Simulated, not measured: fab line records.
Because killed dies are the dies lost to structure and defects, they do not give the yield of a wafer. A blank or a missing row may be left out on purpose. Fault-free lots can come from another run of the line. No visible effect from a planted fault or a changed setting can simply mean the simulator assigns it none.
Which tool is to blame?    flow nand-harc    14 lots with 42 wafers sampled at 4 steps, on a route of 1302 steps

WHAT THE GAUGES SHOWED, per wafer
NHARC_P_ZERO_WELL_CD_MEAS_11: the cd target is 500 nm. Usual: 499.2 nm for cd-nm, sd 2.6.
lot   measured      on         cd-nm (nm)         flag
L218  day 1 21:08   cd-sem-02  499.9 501.2 501.4  
L226  day 5 05:20   cd-sem-01  496.0 497.1 495.4  
L227  day 5 15:14   cd-sem-01  502.8 503.8 503.1  
L230  day 6 21:14   cd-sem-02  503.4 501.6 501.8  
L231  day 7 07:19   cd-sem-01  501.1 502.5 497.7  
L232  day 7 17:14   cd-sem-01  498.2 496.4 497.1  
L233  day 8 03:14   cd-sem-03  502.3 503.5 503.3  
L234  day 8 13:16   cd-sem-03  496.8 498.5 496.4  
L235  day 8 23:15   cd-sem-02  500.3 499.7 500.5  
L236  day 9 09:14   cd-sem-03  497.6 497.6 501.8  
L237  day 9 19:14   cd-sem-02  500.3 500.3 503.6  
L238  day 10 05:14  cd-sem-02  496.0 496.7 496.1  
L239  day 10 15:14  cd-sem-03  499.1 502.8 503.2  
L241  day 11 11:15  cd-sem-02  496.5 494.2 500.2  

NHARC_P_ZERO_WELL_INSPECT_43. Usual: 14 for raw-defect-count, sd 5.9.
lot   measured      on                 raw-defect-count  flag
L218  day 2 03:37   defect-inspect-01  16 24 15          
L226  day 5 11:40   defect-inspect-01  10 28 15          
L227  day 5 21:28   defect-inspect-01  11 7 9            
L230  day 7 03:36   defect-inspect-02  8 12 8            
L231  day 7 13:41   defect-inspect-02  8 12 14           
L232  day 7 23:35   defect-inspect-02  7 13 7            
L233  day 8 09:51   defect-inspect-01  11 17 22          
L234  day 8 19:54   defect-inspect-01  10 9 10           
L235  day 9 05:43   defect-inspect-02  27 15 19          
L236  day 9 16:10   defect-inspect-01  20 14 16          
L237  day 10 01:51  defect-inspect-01  19 12 15          
L238  day 10 11:43  defect-inspect-01  27 16 21          
L239  day 10 21:44  defect-inspect-01  23 10 9           
L241  day 11 17:30  defect-inspect-01  12 7 21           

EACH LOT AND THE TOOL THAT RAN IT (in order: tool; ch and the chambers of the sampled wafers; start)
lot   NHARC_P_ZERO_WELL_ETCH_62                      NHARC_P_ZERO_WELL_IMPLANT_57
L218  rie-diel-12 ch 1,2,3, day 1 22:57 or earlier   implanter-01 ch 0, day 1 22:57
L226  rie-diel-12 ch 0,1,2, day 5 07:11 or earlier   implanter-01, day 5 07:11
L227  rie-diel-04 ch 1,2,3, day 5 17:04 or earlier   implanter-01, day 5 17:04
L230  rie-diel-04 ch 0,1,3, day 6 23:07 or earlier   implanter-02 ch 0, day 6 23:07
L231  rie-diel-12 ch 1,3, day 7 09:08 or earlier     implanter-01 ch 0, day 7 09:08
L232  rie-diel-12 ch 0,2, day 7 19:06 or earlier     implanter-02 ch 0, day 7 19:06
L233  rie-diel-12 ch 1,2,3, day 8 05:11 or earlier   implanter-02 ch 0, day 8 05:11
L234  rie-diel-01 ch 2,3, day 8 15:17 or earlier     implanter-02 ch 0, day 8 15:17
L235  rie-diel-12 ch 1,2,3, day 9 01:11 or earlier   implanter-02 ch 0, day 9 01:11
L236  rie-diel-01 ch 0,1, day 9 11:06 or earlier     implanter-02 ch 0, day 9 11:06
L237  rie-diel-04 ch 0,3, day 9 21:15 or earlier     implanter-02 ch 0, day 9 21:15
L238  rie-diel-12 ch 1,2, day 10 07:08 or earlier    implanter-02 ch 0, day 10 07:08
L239  rie-diel-01 ch 0,1, day 10 17:05 or earlier    implanter-01 ch 0, day 10 17:05
L241  rie-diel-01 ch 0,2,3, day 11 12:58 or earlier  implanter-01 ch 0, day 11 12:58
- NHARC_P_ZERO_WELL_ETCH_62: etches the open film in CHF3/Ar, target depth 13 nm, time 6.5 s.
- NHARC_P_ZERO_WELL_IMPLANT_57

WHAT THE TOOLS THEMSELVES READ (means of the sampled wafers that have a number; where no wafer has one, the mark that the record gives instead)
NHARC_P_ZERO_WELL_ETCH_62. Usual: drypump-motor-current-A 5.7 A, standard deviation 0.41; oes-product-au 0.963 a.u., standard deviation 0.018; rf-fwd-power-W 487.6 W, standard deviation 1.7; rf-vpp-V 370.1 V, standard deviation 2.6; showerhead-plenum-p-Torr 2.32 Torr, standard deviation 0.11; throttle-valve-pct 20.218 %, standard deviation 0.0096.
lot   tool         drypump-motor-current-A (A)  oes-product-au (a.u.)  rf-fwd-power-W (W)  rf-vpp-V (V)  showerhead-plenum-p-Torr (Torr)  throttle-valve-pct (%)  flag
L218  rie-diel-12  5.6                          0.967                  489.3               371.8         2.43                             20.219                  
L226  rie-diel-12  5.8                          0.958                  489.4               371.0         2.34                             20.229                  
L227  rie-diel-04  5.4                          0.970                  487.7               369.3         2.25                             20.216                  
L230  rie-diel-04  6.0                          0.981                  486.4               368.2         2.26                             20.222                  
L231  rie-diel-12  5.7                          0.942                  487.7               373.6         2.45                             20.216                  
L232  rie-diel-12  6.0                          0.973                  488.5               368.3         2.22                             20.213                  
L233  rie-diel-12  5.6                          0.949                  488.1               371.8         2.41                             20.221                  
L234  rie-diel-01  5.8                          0.955                  487.7               368.9         2.28                             20.205                  
L235  rie-diel-12  5.6                          0.968                  487.4               371.9         2.41                             20.219                  
L236  rie-diel-01  5.6                          0.979                  487.8               372.8         2.44                             20.214                  
L237  rie-diel-04  5.9                          0.956                  487.1               367.6         2.21                             20.222                  
L238  rie-diel-12  5.6                          0.962                  488.3               372.2         2.44                             20.217                  
L239  rie-diel-01  5.7                          0.968                  486.9               372.4         2.42                             20.207                  
L241  rie-diel-01  5.8                          0.961                  486.2               369.9         2.32                             20.216                  

NHARC_P_ZERO_WELL_IMPLANT_57. Usual: beam-energy-keV 249.99, standard deviation 0.078; beam-on-s 9.97 s, standard deviation 0.22.
lot   tool          beam-energy-keV  beam-on-s (s)  flag
L218  implanter-01  250.07           10.09          
L226  implanter-01  -                -              OFF
L227  implanter-01  -                -              OFF
L230  implanter-02  249.90           9.91           
L231  implanter-01  249.98           10.07          
L232  implanter-02  250.03           9.90           
L233  implanter-02  250.04           10.31          
L234  implanter-02  249.97           9.96           
L235  implanter-02  250.06           10.00          
L236  implanter-02  249.97           10.24          
L237  implanter-02  249.98           9.99           
L238  implanter-02  249.99           9.88           
L239  implanter-01  249.88           10.20          
L241  implanter-01  249.98           10.06          

THE ANSWER, worked out from the rows above alone
Rule: take the mean of a lot's wafers that have a number; if it is more than 3 standard deviations from the usual mean, the lot is off. Also off: a lot with no number at a reading for which 4 or more lots have one. Any other lot the step has rows for is counted as sound. After the gauges, taken in route order, come the tools' own readings; for these a lot's mean is taken, as printed above. At the first step where some lot is off, the reading lying furthest off is the one used; lots without a number count as furthest.
Off: L226, L227, at NHARC_P_ZERO_WELL_IMPLANT_57 (beam-energy-keV). Without a number there: L226, L227.
A tool fits if, at that step or a process step before it, it ran every lot that is off, and no sound lot after the first of them. Because NHARC_P_ZERO_WELL_ETCH_62 lacks a start for some lots, the hours and order of its lots are taken from NHARC_P_ZERO_WELL_IMPLANT_57. No candidate that was tried fits.

WHAT HAD BEEN PUT IN BY THE SIMULATOR
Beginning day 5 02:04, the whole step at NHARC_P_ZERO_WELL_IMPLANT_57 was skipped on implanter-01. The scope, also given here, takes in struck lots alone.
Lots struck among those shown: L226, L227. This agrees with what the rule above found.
